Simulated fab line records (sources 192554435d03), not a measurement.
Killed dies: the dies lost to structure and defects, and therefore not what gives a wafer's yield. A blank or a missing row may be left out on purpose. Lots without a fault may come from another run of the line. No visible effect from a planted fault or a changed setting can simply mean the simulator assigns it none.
Split-lot study -- flow n5 finfet -- 39 wafers read from 7 lots, route of 1938 steps

THE SPLIT ITSELF
At N5_BEOL_M6_TRENCH_ETCH_37 (etches SiCOH lowk in C4F6/O2, target depth 94.435 nm, time 31.5 s), the setting target depth a was moved away from the recipe's 944.35 angstrom on 15 of the 39 wafers read, by -42.1% to +44.2%. The other wafers ran this setting at the recipe's value.

FROM THE SPLIT TO THE READING: what the file shows between them, 8 steps
- N5_BEOL_M6_ETCH_41: etches SiCN in CH3F/O2, target depth 29.7 nm, time 52 s
- N5_BEOL_M6_STRIP_80: strips in N2/H2, time 10 s
- N5_BEOL_M6_OCD_MEAS_38
- N5_BEOL_M6_HM_STRIP_39: strips TiN in peroxide tin strip, target depth 25 nm, time 158 s
- N5_BEOL_M6_SRD_40: time 30 s
- N5_BEOL_M6_ECD_50: material Cu, target thk 300 nm
- N5_BEOL_M6_ANNEAL_51: time 90 s
- N5_BEOL_M6_CMP_52: polishes, stops on SiCOH lowk, t overpolish 6.9 s, target thk 80 nm

THE READING
M6_THK, in nm, at N5_BEOL_M6_THK_MEAS_53 (measures by xrf). A value of 78.5 nm with a standard deviation of 2 nm is what fault-free wafers of this fab line usually give.

wafer,"tool, chamber at the split","target depth a as run, angstrom",against the recipe,"M6_THK, nm",against lot-mates on the recipe
L074.1,"rie diel-06, 3",944.35,recipe,76.0,-
L074.2,"rie diel-06, 1",944.35,recipe,79.3,-
L074.3,"rie diel-06, 0",944.35,recipe,81.0,-
L074.4,"rie diel-06, 0",944.35,recipe,79.9,-
L074.5,"rie diel-06, 1",944.35,recipe,77.5,-
L074.6,"rie diel-06, 3",944.35,recipe,77.2,-
L075.1,"rie diel-04, 0",711,-24.7%,55.1,-22.2
L075.2,"rie diel-04, 2",711,-24.7%,52.6,-24.7
L075.3,"rie diel-04, 3",944.35,recipe,77.3,-
L075.4,"rie diel-04, 1",944.35,recipe,77.8,-
L075.5,"rie diel-04, 1",711,-24.7%,52.5,-24.8
L075.6,"rie diel-04, 2",944.35,recipe,76.9,-
L077.1,"rie diel-06, 3",1347,+42.6%,116.9,+38.8
L077.2,"rie diel-06, 1",944.35,recipe,78.4,-
L077.3,"rie diel-06, 0",1347,+42.6%,120.0,+41.9
L077.4,"rie diel-06, 2",1347,+42.6%,117.4,+39.3
L077.5,"rie diel-06, 1",944.35,recipe,76.1,-
L077.6,"rie diel-06, 2",944.35,recipe,79.8,-
L082.1,"rie diel-04, 2",774.1,-18.0%,60.0,-19.8
L082.2,"rie diel-04, 1",944.35,recipe,77.8,-
L082.3,"rie diel-04, 0",774.1,-18.0%,61.2,-18.6
L082.4,"rie diel-04, 3",944.35,recipe,80.3,-
L082.5,"rie diel-04, 2",774.1,-18.0%,59.1,-20.7
L082.6,"rie diel-04, 3",944.35,recipe,81.3,-
L083.1,"rie diel-06, 1",944.35,recipe,78.2,-
L083.2,"rie diel-06, 2",1362,+44.2%,122.0,+41.4
L083.3,"rie diel-06, 3",1362,+44.2%,117.0,+36.4
L083.4,"rie diel-06, 0",944.35,recipe,82.3,-
L083.5,"rie diel-06, 2",944.35,recipe,81.4,-
L083.6,"rie diel-06, 3",1362,+44.2%,118.3,+37.7
L086.1,"rie diel-06, 1",944.35,recipe,76.5,-
L086.2,"rie diel-06, 0",944.35,recipe,77.7,-
L086.3,"rie diel-06, 2",944.35,recipe,77.2,-
L086.4,"rie diel-06, 1",547.2,-42.1%,38.3,-38.8
L086.5,"rie diel-06, 0",547.2,-42.1%,37.4,-39.7
L086.6,"rie diel-06, 2",547.2,-42.1%,39.1,-38.0
L093.3,"rie diel-04, 3",944.35,recipe,78.2,-
L093.4,"rie diel-04, 0",944.35,recipe,79.2,-
L093.6,"rie diel-04, 3",944.35,recipe,82.7,-

THE FIT
A straight line over all 39 wafers: M6_THK changes by +0.946 nm for each +1% of target depth a; r = +1.00; the points scatter about the line by 1.9 nm.
The same after taking each lot's own level away (the mean of its wafers on the recipe; 39 wafers): +0.924 nm for each +1%; r = +1.00; scatter 1.8 nm.
On that fit, the largest move of target depth a shifts the reading by 41 nm.
Measured against the standard deviation above, the lots' own levels, which go from 77.13 to 80.63 nm, span 1.8 times it.
The two slopes agree, so the slope changes little with the lot-to-lot level.
Check: +40.3 nm against its lot-mates is what the line predicts for one of the wafers moved furthest among these (+44.2%) when that wafer is left out of the fit. It came out at +41.4 nm against them.

THE WHOLE CHAIN: every reading that the file lists as answering this split, in the file's order
step,what it does,reading,change (the file's fit),r (the file's)
N5_BEOL_M6_TRENCH_ETCH_37,"etches SiCOH lowk in C4F6/O2, target depth 94.435 nm, time 31.5 s","etch.depth nm (the simulator's own value, which no gauge read)",+0.932 nm for each +1% of the setting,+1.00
N5_BEOL_M6_TRENCH_ETCH_37,"etches SiCOH lowk in C4F6/O2, target depth 94.435 nm, time 31.5 s","BEOL_M6.feature depth nm (the simulator's own value, which no gauge read)",+0.931 nm for each +1% of the setting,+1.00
N5_BEOL_M6_TRENCH_ETCH_37,"etches SiCOH lowk in C4F6/O2, target depth 94.435 nm, time 31.5 s","TiN_of_BEOL_M6_HM_DEP_02.thk nm (the simulator's own value, which no gauge read)",-0.0278 nm for each +1% of the setting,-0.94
N5_BEOL_M6_OCD_MEAS_38,,trench depth nm,+0.93 nm for each +1% of the setting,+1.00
N5_BEOL_M6_CMP_52,"polishes, stops on SiCOH lowk, t overpolish 6.9 s, target thk 80 nm","Cu_of_BEOL_M6_ECD_50.thk nm (the simulator's own value, which no gauge read)",+0.939 nm for each +1% of the setting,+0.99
N5_BEOL_M6_THK_MEAS_53,measures by xrf,M6_THK,+0.925 for each +1% of the setting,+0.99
N5_BEOL_M6_RS_MEAS_57,measures by four-point-probe,M6_RS,"not straight: 0.693 at the lowest setting, 0.287 at the recipe, 0.179 at the highest",not given

FILE'S OWN FIT
M6_THK changes by +0.925 nm for each +1% of target depth a, r = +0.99.
